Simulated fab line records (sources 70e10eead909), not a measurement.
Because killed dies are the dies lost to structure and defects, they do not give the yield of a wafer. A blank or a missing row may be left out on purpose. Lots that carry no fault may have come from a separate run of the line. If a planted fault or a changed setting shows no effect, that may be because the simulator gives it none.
fab line records | flow nand_harc
record: lots: 12 | wafers: 36 | last_day: 33
route steps=1302 shown A_CHANNEL_HOLE_D1@474 A_CHANNEL_FILL_D1@492 END@1302
lots with no fault: from the same line, run without faults
start_h: the number of hours between the record's first day and the start of the first shown wafer of the lot | wait_h: hours since the lot's step before | " as in the row above | L1.1+2: several wafers, shown together as one row | - no value present, or no start provided | * or withheld: withheld | < > ~ a bound
route shown NAME@n: names a module that has steps shown in the file, with the first one's number in the route | usual: mean/standard deviation of fault-free wafers | same: alike in all rows | chamber/n: place in a boat | sites: each site's reading | _std_site: standard deviation across them | _edge_site: the outer-site mean with the inner-site mean subtracted | radius_mm: how far each site lies from the wafer's centre | mask NAME#n: copy n | behind: the last tool/chamber to shape the wafer | hold: why the lot went on hold/how many hours it stayed there/how the hold came to an end | device: the transistor (n, p or np) that didn't switch | end of line: tests run on the same wafers once the route is complete | a step with no rows: only its recipe | killed: the dies lost at the first sort to structure and to defects; this is not the yield of the wafer | map: a wafer's dies, marking killed ones x, the rest . and places with no die _
set.NAME: the run value of the setting; set.NAME@STEP: its run value at that earlier step | model.NAME: the simulator's own value behind a step, which no gauge read
one table for each step of the route and one row for each wafer, over a sample of lots
services: a tool's chamber out of use, with start hour (start_h, from the record's first day; less than 0 if before it), hours out, and reason
== steps ==
step: NHARC_A_CHANNEL_HOLE_D1_ETCH_22
recipe: bias_v: 3000 | source_w: withheld | pressure_mtorr: 20 | time_s: 666.7 | ar_flow_sccm: 375 | c4f8_flow_sccm: 89.3 | o2_flow_sccm: 35.7 | temp_c: -20 | target_depth_a: 16000 | chemistry: C4F8/O2/Ar
usual: c4f8_flow_sccm: 89.29/0.26 | drypump_motor_current_A: 5.6/0.56 | mfc_ar_sccm: 374.8/1.2 | showerhead_plenum_p_Torr: 3.60/0.1 | throttle_valve_pct: 32.154/0.0087
lot.wafer | tool        | chamber | start_h | wait_h | c4f8_flow_sccm | drypump_motor_current_A | mfc_ar_sccm | rf_hours_counter_h | showerhead_plenum_p_Torr | throttle_valve_pct
L528.2    | har_etch-01 | 1       | 183.46  | 0.4    | 89.49          | 5.0                     | 373.8       | 85                 | 3.59                     | 32.156
L528.3    | "           | 0       | "       | "      | 89.59          | 5.2                     | 372.7       | -                  | 3.53                     | 32.158
L528.6    | "           | 0       | "       | "      | 89.68          | 5.2                     | 373.7       | -                  | 3.53                     | 32.168
L530.2    | har_etch-02 | 1       | 205.47  | 0.4    | 89.37          | 6.5                     | 375.4       | 305                | 3.76                     | 32.156
L530.3    | "           | 1       | "       | "      | 89.26          | 6.4                     | 374.6       | -                  | 3.76                     | 32.155
L530.6    | "           | 1       | "       | "      | 89.48          | 6.4                     | 375.3       | -                  | 3.76                     | 32.156
L531.2    | har_etch-02 | 0       | 214.11  | 0.4    | 88.85          | 6.0                     | 376.1       | 313                | 3.64                     | 32.154
L531.4    | "           | 1       | "       | "      | 89.32          | 6.4                     | 376.6       | -                  | 3.76                     | 32.159
L531.5    | "           | 1       | "       | "      | 89.39          | 6.4                     | 374.8       | -                  | 3.76                     | 32.161
L532.1    | har_etch-01 | 0       | 222.44  | 0.4    | 89.31          | 5.2                     | 376.6       | 108                | 3.52                     | 32.165
L532.3    | "           | 1       | "       | "      | 89.04          | 5.0                     | 376.5       | -                  | 3.58                     | 32.146
L532.6    | "           | 0       | "       | "      | 89.17          | 5.2                     | 375.7       | -                  | 3.52                     | 32.160
L534.2    | har_etch-01 | 0       | 245.94  | 0.4    | 89.17          | 5.2                     | 375.8       | 123                | 3.51                     | 32.154
L534.1    | "           | 1       | "       | "      | 89.52          | 5.0                     | 375.7       | 123                | 3.57                     | 32.160
L534.4    | "           | 1       | "       | "      | 89.79          | 5.0                     | 376.0       | -                  | 3.57                     | 32.130
L539.2    | har_etch-01 | 0       | 292.40  | 0.4    | 89.20          | 5.2                     | 372.9       | 151                | 3.50                     | 32.153
L539.4    | "           | 0       | "       | "      | 89.45          | 5.2                     | 372.5       | -                  | 3.50                     | 32.159
L539.5    | "           | 1       | "       | "      | 89.17          | 5.0                     | 372.7       | -                  | 3.56                     | 32.148
L540.3    | har_etch-01 | 0       | 304.97  | 0.4    | 89.23          | 5.2                     | 375.5       | -                  | 3.50                     | 32.142
L540.6    | "           | 1       | "       | "      | 89.07          | 5.0                     | 375.8       | -                  | 3.55                     | 32.159
L540.5    | "           | 0       | "       | "      | 89.31          | 5.2                     | 375.0       | -                  | 3.50                     | 32.144
L541.1    | har_etch-01 | 1       | 325.72  | 0.4    | 89.67          | 5.0                     | 375.8       | 166                | 3.55                     | 32.155
L541.5    | "           | 0       | "       | "      | 89.42          | 5.2                     | 375.0       | -                  | 3.49                     | 32.165
L541.6    | "           | 1       | "       | "      | 89.91          | 5.0                     | 375.2       | -                  | 3.55                     | 32.162
L542.2    | har_etch-02 | 0       | 327.17  | 0.4    | 88.82          | 5.9                     | 374.4       | 378                | 3.60                     | 32.147
L542.3    | "           | 1       | "       | "      | 89.58          | 6.4                     | 376.1       | -                  | 3.73                     | 32.154
L542.6    | "           | 0       | "       | "      | 89.12          | 5.9                     | 374.9       | -                  | 3.60                     | 32.171
L549.1    | har_etch-01 | 1       | 397.58  | 0.4    | 89.32          | 5.0                     | 375.5       | 219                | 3.52                     | 32.152
L549.4    | "           | 0       | "       | "      | 89.26          | 5.2                     | 375.7       | -                  | 3.46                     | 32.144
L549.3    | "           | 1       | "       | "      | 89.72          | 5.0                     | 375.5       | -                  | 3.52                     | 32.170
L550.2    | har_etch-01 | 0       | 411.78  | 0.4    | 89.18          | 5.2                     | 375.2       | 227                | 3.46                     | 32.166
L550.4    | "           | 0       | "       | "      | 89.10          | 5.2                     | 373.0       | -                  | 3.46                     | 32.148
L550.6    | "           | 0       | "       | "      | 89.13          | 5.2                     | 374.9       | -                  | 3.46                     | 32.153
L551.1    | har_etch-02 | 0       | 412.50  | 0.4    | 89.46          | 6.0                     | 374.7       | 8                  | 3.93                     | 32.144
L551.4    | "           | 0       | "       | "      | 89.37          | 6.0                     | 375.5       | -                  | 3.93                     | 32.140
L551.3    | "           | 1       | "       | "      | 89.37          | 6.4                     | 375.7       | -                  | 3.71                     | 32.157
step: NHARC_A_CHANNEL_HOLE_D1_STRIP_27
recipe: o2_flow_sccm: 500 | ar_flow_sccm: 0 | bias_w: 0 | chemistry: O2
usual: drypump_motor_current_A: 5.7/0.53 | mfc_ar_sccm: 0.005/0.01 | oes_product_au: 1.000/0.0062 | rf_vpp_V: 57.5/0.97 | showerhead_plenum_p_Torr: 3.45/0.14 | throttle_valve_pct: 17.037/0.0094
lot.wafer | tool        | chamber | start_h | wait_h | drypump_motor_current_A | mfc_ar_sccm | oes_product_au | rf_hours_counter_h | rf_vpp_V | showerhead_plenum_p_Torr | throttle_valve_pct
L528.2    | rie_diel-02 | 3       | -       | -      | 5.9                     | 0           | 0.994          | 13                 | 61.0     | 3.64                     | 17.039
L528.3    | "           | 0       | "       | "      | 4.8                     | 0           | 1.001          | 13                 | 57.4     | 3.31                     | 17.032
L528.6    | "           | 0       | "       | "      | 4.9                     | 0           | 0.997          | -                  | 57.5     | 3.31                     | 17.050
L530.2    | rie_diel-02 | 2       | -       | -      | 5.3                     | 0           | 1.006          | 12                 | 59.4     | 3.36                     | 17.040
L530.3    | "           | 0       | "       | "      | 4.8                     | 0           | 1.003          | 14                 | 57.2     | 3.31                     | 17.035
L530.6    | "           | 3       | "       | "      | 5.8                     | 0           | 0.988          | -                  | 57.3     | 3.64                     | 17.029
L531.4    | rie_diel-12 | 0       | -       | -      | 5.7                     | 0.030       | 1.003          | 27                 | 58.8     | 3.69                     | 17.039
L531.2    | "           | 2       | "       | "      | 6.3                     | 0           | 0.997          | 28                 | 56.6     | 3.39                     | 17.031
L531.5    | "           | 1       | "       | "      | 5.4                     | 0.015       | 1.003          | -                  | 57.9     | 3.29                     | 17.040
L532.1    | rie_diel-02 | 2       | -       | -      | 5.3                     | 0           | 0.987          | 0                  | 57.6     | 3.36                     | 17.031
L532.3    | "           | 1       | "       | "      | 6.4                     | 0           | 0.998          | 0                  | 57.6     | 3.53                     | 17.024
L532.6    | "           | 3       | "       | "      | 5.9                     | 0           | 0.997          | -                  | 59.1     | 3.64                     | 17.053
L534.1    | rie_diel-02 | 1       | -       | -      | 6.4                     | 0           | 0.996          | 2                  | 57.9     | 3.53                     | 17.025
L534.2    | "           | 3       | "       | "      | 5.8                     | 0           | 1.004          | 1                  | 58.5     | 3.64                     | 17.049
L534.4    | "           | 0       | "       | "      | 4.9                     | 0           | 1.015          | 2                  | 56.2     | 3.30                     | 17.039
L539.4    | rie_diel-02 | 1       | -       | -      | 6.4                     | 0           | 1.004          | 6                  | 58.1     | 3.52                     | 17.032
L539.2    | "           | 0       | "       | "      | 4.9                     | 0           | 0.999          | 6                  | 56.9     | 3.30                     | 17.028
L539.5    | "           | 1       | "       | "      | 6.4                     | 0           | 0.996          | -                  | 58.9     | 3.52                     | 17.040
L540.3    | rie_diel-02 | 2       | -       | -      | 5.3                     | 0           | 0.998          | 7                  | 56.9     | 3.35                     | 17.029
L540.6    | "           | 1       | "       | "      | 6.4                     | 0           | 0.993          | -                  | 55.5     | 3.52                     | 17.053
L540.5    | "           | 2       | "       | "      | 5.3                     | 0           | 0.994          | -                  | 56.7     | 3.35                     | 17.036
L541.1    | rie_diel-02 | 0       | -       | -      | 4.9                     | 0           | 1.010          | 8                  | 56.8     | 3.30                     | 17.031
L541.5    | "           | 2       | "       | "      | 5.3                     | 0           | 1.004          | -                  | 57.2     | 3.35                     | 17.043
L541.6    | "           | 3       | "       | "      | 5.9                     | 0           | 1.008          | -                  | 57.7     | 3.64                     | 17.036
L542.2    | rie_diel-11 | 3       | -       | -      | 5.3                     | 0.015       | 0.988          | 25                 | 57.1     | 3.35                     | 17.043
L542.3    | "           | 2       | "       | "      | 6.4                     | 0.011       | 0.988          | 25                 | 56.0     | 3.29                     | 17.031
L542.6    | "           | 0       | "       | "      | 5.5                     | 0           | 1.002          | -                  | 55.8     | 3.49                     | 17.059
L549.4    | rie_diel-11 | 2       | -       | -      | 6.4                     | 0.011       | 0.992          | 50                 | 57.4     | 3.28                     | 17.019
L549.3    | "           | 3       | "       | "      | 5.4                     | 0.015       | 0.997          | 54                 | 56.1     | 3.34                     | 17.023
L549.1    | "           | 0       | "       | "      | 5.6                     | 0           | 0.999          | 44                 | 57.9     | 3.47                     | 17.041
L550.2    | rie_diel-02 | 0       | -       | -      | 4.8                     | 0           | 0.995          | 1                  | 56.1     | 3.30                     | 17.018
L550.4    | "           | 1       | "       | "      | 6.4                     | 0           | 0.990          | 1                  | 57.4     | 3.52                     | 17.033
L550.6    | "           | 1       | "       | "      | 6.4                     | 0           | 0.996          | -                  | 57.9     | 3.52                     | 17.062
L551.3    | rie_diel-02 | 0       | -       | -      | 4.9                     | 0           | 0.995          | 1                  | 57.5     | 3.30                     | 17.049
L551.4    | "           | 2       | "       | "      | 5.3                     | 0           | 1.002          | 1                  | 57.5     | 3.35                     | 17.025
L551.1    | "           | 3       | "       | "      | 5.8                     | 0           | 0.997          | 1                  | 58.2     | 3.63                     | 17.041
step: NHARC_A_CHANNEL_FILL_D1_ALD_02
recipe: target_thk_a: 60 | pulse_time_s: 10 | ald_cycles: 60 | temp_c: 300 | material: SiO2
usual: heater_power_outer_w: 280/35 | heater_power_w: 493/56 | precursor_pulse_height_rel: 1.000/0.019 | susceptor_temp_C: 299.97/0.21
lot.wafer | tool      | chamber | start_h | wait_h | heater_power_outer_w | heater_power_w | precursor_pulse_height_rel | susceptor_temp_C
L528.3    | ald_hk-04 | 0       | 188.60  | -      | 272                  | 484            | 0.981                      | 300.06
L528.2    | "         | 2       | "       | "      | 257                  | 473            | 1.011                      | 300.03
L528.6    | "         | 0       | "       | "      | 270                  | 477            | 0.987                      | 299.89
L530.3    | ald_hk-01 | 2       | 211.34  | -      | 275                  | 490            | 1.008                      | 299.89
L530.2    | "         | 3       | "       | "      | 291                  | 531            | 1.029                      | 299.82
L530.6    | "         | 2       | "       | "      | 267                  | 494            | 1.005                      | 299.90
L531.2    | ald_hk-04 | 1       | 221.01  | -      | 262                  | 451            | 1.008                      | 300.06
L531.4    | "         | 2       | "       | "      | 267                  | 471            | 0.993                      | 300.20
L531.5    | "         | 0       | "       | "      | 272                  | 467            | 1.024                      | 300.27
L532.3    | ald_hk-03 | 1       | 227.54  | -      | 305                  | 537            | 1.007                      | 299.83
L532.1    | "         | 2       | "       | "      | 307                  | 540            | 1.018                      | 300.01
L532.6    | "         | 1       | "       | "      | 309                  | 536            | 1.027                      | 299.96
L534.4    | ald_hk-03 | 1       | 251.76  | -      | 318                  | 532            | 0.995                      | 300.11
L534.2    | "         | 2       | "       | "      | 313                  | 538            | 0.967                      | 299.90
L534.1    | "         | 0       | "       | "      | 274                  | 492            | 1.011                      | 300.03
L539.2    | ald_hk-04 | 3       | 297.48  | -      | 217                  | 419            | 1.010                      | 299.72
L539.4    | "         | 0       | "       | "      | 256                  | 463            | 1.010                      | 299.95
L539.5    | "         | 1       | "       | "      | 254                  | 435            | 0.992                      | 299.96
L540.3    | ald_hk-01 | 0       | 309.94  | -      | 365                  | 616            | 0.996                      | 299.59
L540.5    | "         | 1       | "       | "      | 313                  | 535            | 1.019                      | 300.23
L540.6    | "         | 2       | "       | "      | 261                  | 478            | 1.028                      | 299.38
L541.1    | ald_hk-03 | 3       | 330.68  | -      | 263                  | 418            | 0.987                      | 299.83
L541.5    | "         | 3       | "       | "      | 257                  | 403            | 0.982                      | 299.99
L541.6    | "         | 0       | "       | "      | 273                  | 482            | 0.989                      | 300.00
L542.3    | ald_hk-01 | 1       | 332.22  | -      | 317                  | 554            | 1.008                      | 299.93
L542.2    | "         | 3       | "       | "      | 280                  | 531            | 0.975                      | 300.09
L542.6    | "         | 1       | "       | "      | 317                  | 544            | 0.996                      | 299.93
L549.3    | ald_hk-04 | 3       | 402.61  | -      | 218                  | 421            | 1.003                      | 299.61
L549.4    | "         | 0       | "       | "      | 267                  | 463            | 0.979                      | 300.39
L549.1    | "         | 2       | "       | "      | 268                  | 479            | 0.988                      | 300.38
L550.2    | ald_hk-03 | 0       | 416.76  | -      | 285                  | 489            | 1.000                      | 300.03
L550.4    | "         | 2       | "       | "      | 324                  | 548            | 1.045                      | 300.10
L550.6    | "         | 1       | "       | "      | 314                  | 537            | 0.981                      | 299.83
L551.3    | ald_hk-04 | 1       | 417.55  | -      | 259                  | 436            | 0.991                      | 300.10
L551.4    | "         | 3       | "       | "      | 222                  | 425            | 0.994                      | 299.83
L551.1    | "         | 0       | "       | "      | 268                  | 473            | 1.000                      | 299.75
step: NHARC_A_CHANNEL_FILL_D1_ALD_15
recipe: target_thk_a: 20 | pulse_time_s: 60 | ald_cycles: 19 | temp_c: 630 | pressure_torr: 2 | material: SiNx
usual: precursor_pulse_height_rel: 0.998/0.02 | susceptor_temp_C: 629.98/0.29
lot.wafer | tool             | chamber | start_h | wait_h | precursor_pulse_height_rel | susceptor_temp_C
L528.2    | ald_sin_batch-02 | 0       | 198.71  | -      | 1.019                      | -
L528.3    | "                | 0       | "       | "      | 1.034                      | -
L528.6    | "                | 0       | "       | "      | 0.987                      | -
L530.2    | ald_sin_batch-01 | 0       | 221.50  | -      | 0.986                      | 630.05
L530.3    | "                | 0       | "       | "      | 0.984                      | 630.13
L530.6    | "                | 0       | "       | "      | 1.004                      | 630.18
L531.2    | ald_sin_batch-02 | 0       | 231.03  | -      | 1.013                      | 630.12
L531.4    | "                | 0       | "       | "      | 1.022                      | 629.64
L531.5    | "                | 0       | "       | "      | 0.951                      | 629.62
L532.1    | ald_sin_batch-01 | 0       | 237.64  | -      | 1.013                      | 630.25
L532.3    | "                | 0       | "       | "      | 1.012                      | 630.02
L532.6    | "                | 0       | "       | "      | 1.000                      | 629.90
L534.1    | ald_sin_batch-02 | 0       | 261.87  | -      | 1.014                      | -
L534.2    | "                | 0       | "       | "      | 1.008                      | -
L534.4    | "                | 0       | "       | "      | 0.990                      | -
L539.2    | ald_sin_batch-03 | 0       | 307.48  | -      | 0.999                      | -
L539.4    | "                | 0       | "       | "      | 1.003                      | -
L539.5    | "                | 0       | "       | "      | 0.958                      | -
L540.3    | ald_sin_batch-01 | 0       | 319.85  | -      | 1.008                      | 629.63
L540.5    | "                | 0       | "       | "      | 1.041                      | 630.02
L540.6    | "                | 0       | "       | "      | 1.006                      | 630.09
L541.1    | ald_sin_batch-02 | 0       | 342.46  | -      | 0.986                      | 665.90
L541.5    | "                | 0       | "       | "      | 0.991                      | 665.81
L541.6    | "                | 0       | "       | "      | 0.967                      | 666.05
L542.2    | ald_sin_batch-02 | 0       | 342.46  | -      | 1.002                      | 666.05
L542.3    | "                | 0       | "       | "      | 0.991                      | 666.07
L542.6    | "                | 0       | "       | "      | 1.006                      | 666.26
L549.1    | ald_sin_batch-01 | 0       | 412.73  | -      | 1.004                      | -
L549.3    | "                | 0       | "       | "      | 0.998                      | -
L549.4    | "                | 0       | "       | "      | 1.021                      | -
L550.2    | ald_sin_batch-01 | 0       | 427.31  | -      | 1.026                      | 630.12
L550.4    | "                | 0       | "       | "      | 0.987                      | 630.26
L550.6    | "                | 0       | "       | "      | 1.001                      | 630.18
L551.1    | ald_sin_batch-01 | 0       | 427.31  | -      | 0.989                      | 630.11
L551.3    | "                | 0       | "       | "      | 1.042                      | 629.88
L551.4    | "                | 0       | "       | "      | 0.958                      | 630.14
step: NHARC_END_SORT_01
recipe: temp_c: 25
usual: killed_at_array: 55/17 | killed_at_other: 1.1/1.4 | killed_at_periphery: 3.9/3 | killed_dies: 59/17 | killed_open: 3.5/2 | killed_short: 2.6/1.6
same: gross_dies: 677
lot.wafer | tool      | chamber | start_h | wait_h | killed_at_array | killed_at_other | killed_at_periphery | killed_dies | killed_open | killed_short
L534.1    | prober-02 | 0       | 635.13  | 2.5    | 45              | 1               | 2                   | 48          | 4           | 1
L534.2    | prober-02 | 0       | 635.94  | 2.8    | 50              | 0               | 2                   | 52          | 6           | 2
L534.4    | prober-02 | 0       | 637.56  | 3.4    | 40              | 3               | 1                   | 44          | 4           | 2
L540.3    | prober-02 | 0       | 683.77  | 3.1    | 66              | 1               | 3                   | 70          | 2           | 4
L540.5    | prober-02 | 0       | 685.37  | 3.7    | 65              | 1               | 6                   | 72          | 6           | 4
L540.6    | prober-02 | 0       | 686.18  | 4.0    | 71              | 2               | 3                   | 76          | 5           | 4
L541.1    | prober-01 | 0       | 704.85  | 2.5    | 74              | 0               | 2                   | 76          | 9           | 3
L541.5    | prober-01 | 0       | 708.01  | 3.7    | 56              | 0               | 2                   | 58          | 3           | 3
L541.6    | prober-01 | 0       | 708.80  | 4.0    | 59              | 1               | 2                   | 62          | 4           | 2
L542.2    | prober-01 | 0       | 713.35  | 2.8    | 67              | 1               | 2                   | 70          | 2           | 3
L542.3    | prober-01 | 0       | 714.16  | 3.1    | 76              | 1               | 3                   | 80          | 4           | 4
L542.6    | prober-01 | 0       | 716.56  | 4.0    | 75              | 1               | 3                   | 79          | 6           | 5
killed by level:class
L534.1 A_CHANNEL_HOLE_D2:chamber_film_flake=22 A_CHANNEL_HOLE_D1:chamber_film_flake=6 A_STAIRCASE:chamber_film_flake=6 A_ZERO_WELL:chamber_film_flake=3 P_GATE:chamber_film_flake=2 A_CHANNEL_FILL_D2:chamber_film_flake=2 A_ONON_D1:geometric_particle:open=1 A_DECK1_JOINT:geometric_particle:short=1
L534.2 A_CHANNEL_HOLE_D2:chamber_film_flake=20 A_ZERO_WELL:chamber_film_flake=9 A_CHANNEL_HOLE_D1:chamber_film_flake=6 A_STAIRCASE:chamber_film_flake=5 A_SLIT:chamber_film_flake=2 P_CONTACT:geometric_particle:open=1 P_M1:geometric_particle:open=1 A_ONON_D1:geometric_particle:short=1
L534.4 A_CHANNEL_HOLE_D2:chamber_film_flake=21 A_STAIRCASE:chamber_film_flake=5 A_CHANNEL_FILL_D2:chamber_film_flake=3 THIN_TSV:chamber_film_flake=3 A_CHANNEL_HOLE_D1:chamber_film_flake=2 A_WL_FILL:chamber_film_flake=2 P_M1:geometric_particle:open=1 A_ONON_D1:geometric_particle:open=1
L540.3 A_SLIT:chamber_film_flake=28 A_CHANNEL_HOLE_D2:chamber_film_flake=17 A_STAIRCASE:chamber_film_flake=5 A_CONTACT:chamber_film_flake=5 A_CHANNEL_HOLE_D1:chamber_film_flake=3 A_WL_FILL:chamber_film_flake=2 P_M0:geometric_particle:open=1 A_ONON_D1:geometric_particle:open=1
L540.5 A_SLIT:chamber_film_flake=27 A_CHANNEL_HOLE_D2:chamber_film_flake=12 A_CHANNEL_HOLE_D1:chamber_film_flake=8 A_CONTACT:chamber_film_flake=4 A_BONDPAD:chamber_film_flake=4 A_DECK1_JOINT:geometric_particle:open=2 A_ONON_D2:geometric_particle:short=2 P_M1:chamber_film_flake=2
L540.6 A_SLIT:chamber_film_flake=29 A_CHANNEL_HOLE_D2:chamber_film_flake=11 A_CHANNEL_HOLE_D1:chamber_film_flake=7 A_CONTACT:chamber_film_flake=6 A_STAIRCASE:chamber_film_flake=4 A_CHANNEL_FILL_D2:chamber_film_flake=3 A_WL_FILL:chamber_film_flake=3 A_CHANNEL_FILL_D1:geometric_particle:short=2
L541.1 A_SLIT:chamber_film_flake=36 A_CHANNEL_HOLE_D2:chamber_film_flake=14 A_CHANNEL_HOLE_D1:chamber_film_flake=11 A_CHANNEL_FILL_D1:geometric_particle:open=2 A_ONON_D2:geometric_particle:open=2 P_CONTACT:geometric_particle:open=1 P_M1:geometric_particle:open=1 A_SOURCE_PLATE:geometric_particle:short=1
L541.5 A_SLIT:chamber_film_flake=28 A_CHANNEL_HOLE_D2:chamber_film_flake=12 A_CHANNEL_HOLE_D1:chamber_film_flake=5 A_CONTACT:chamber_film_flake=3 A_STAIRCASE:chamber_film_flake=2 P_M0:geometric_particle:short=1 A_DECK1_JOINT:geometric_particle:open=1 A_ONON_D2:geometric_particle:open=1
L541.6 A_SLIT:chamber_film_flake=27 A_CHANNEL_HOLE_D2:chamber_film_flake=16 A_CHANNEL_HOLE_D1:chamber_film_flake=8 A_CONTACT:chamber_film_flake=2 P_M2:geometric_particle:open=1 A_SOURCE_PLATE:geometric_particle:open=1 A_DECK1_JOINT:geometric_particle:short=1 A_CONTACT:geometric_particle:open=1
L542.2 A_SLIT:chamber_film_flake=27 A_CHANNEL_HOLE_D1:chamber_film_flake=23 A_CHANNEL_HOLE_D2:chamber_film_flake=6 A_STAIRCASE:chamber_film_flake=2 P_M0:geometric_particle:open=1 A_DECK1_JOINT:geometric_particle:short=1 A_ONON_D2:geometric_particle:short=1 A_SGD_CUT:geometric_particle:open=1
L542.3 A_SLIT:chamber_film_flake=40 A_CHANNEL_HOLE_D1:chamber_film_flake=16 A_CONTACT:chamber_film_flake=5 A_STAIRCASE:chamber_film_flake=3 A_CHANNEL_FILL_D1:chamber_film_flake=2 P_GATE:geometric_particle:open=1 P_GATE:geometric_particle:short=1 P_CONTACT:geometric_particle:short=1
L542.6 A_SLIT:chamber_film_flake=33 A_CHANNEL_HOLE_D1:chamber_film_flake=21 A_CHANNEL_HOLE_D2:chamber_film_flake=4 A_WL_FILL:geometric_particle:short=3 A_CONTACT:chamber_film_flake=3 P_CONTACT:geometric_particle:open=2 A_CHANNEL_FILL_D1:chamber_film_flake=2 A_STAIRCASE:chamber_film_flake=2
== services ==
tool             | chamber | start_h | hours | kind
rie_diel-02      | 1       | 160.45  | 8.5   | repair
rie_diel-02      | 0       | 171.20  | -     | clean
rie_diel-02      | 1       | 171.20  | -     | clean
rie_diel-02      | 2       | 171.20  | -     | clean
rie_diel-02      | 3       | 189.58  | 1.3   | repair
har_etch-01      | -       | 189.86  | 0.1   | repair
rie_diel-02      | 0       | 215.62  | 2.2   | repair
ald_hk-03        | -       | 216.20  | 10.0  | pm
rie_diel-02      | -       | 216.70  | 9.0   | pm
rie_diel-12      | 3       | 224.85  | 15.8  | repair
rie_diel-02      | 3       | 228.93  | 2.7   | repair
ald_hk-04        | -       | 255.05  | 10.0  | pm
ald_hk-01        | -       | 255.97  | 0.4   | repair
rie_diel-11      | -       | 257.40  | 9.0   | pm
ald_sin_batch-02 | -       | 266.00  | 26.0  | pm
rie_diel-11      | 0       | 270.23  | 6.3   | repair
rie_diel-12      | -       | 272.15  | 9.0   | pm
ald_hk-01        | -       | 296.00  | 10.0  | pm
rie_diel-02      | 0       | 332.42  | 4.0   | repair
rie_diel-02      | 0       | 367.74  | 19.5  | repair
har_etch-02      | -       | 380.74  | 17.0  | pm
ald_hk-03        | -       | 385.72  | 0.6   | repair
rie_diel-02      | -       | 393.70  | 9.0   | pm
ald_hk-03        | -       | 394.20  | 10.0  | pm
== key ==
first_sign: step: NHARC_A_CHANNEL_FILL_D1_ALD_15 | reading: susceptor_temp_C | direction: up | sigmas: 99+ | usual: * | struck: *
effect none on later readings
met_at NHARC_A_CHANNEL_FILL_D1_ALD_15
struck_lots L541,L542
tester_left_out L541,L542
not_acting_at NHARC_A_CHANNEL_HOLE_D1_ETCH_22,NHARC_A_CHANNEL_HOLE_D1_STRIP_27,NHARC_A_CHANNEL_FILL_D1_ALD_02
onset_between 261.87 342.46
fault: kind: process_parameter_drift | tool: ald_sin_batch-02 | chamber: - | onset_h: 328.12 | steps: NHARC_A_CHANNEL_FILL_D1_ALD_15 | channel: temp_c | offset: * | shape: step | end_h: 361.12 | acts_in: * | stated: *
tester_left_out: of these lots the tester's yield and bins aren't shown, on N5 and GAA mostly nor the transistor test; their killed dies are dies lost to structure and defects alone, not to doping, threshold or leakage, so they don't give the yield
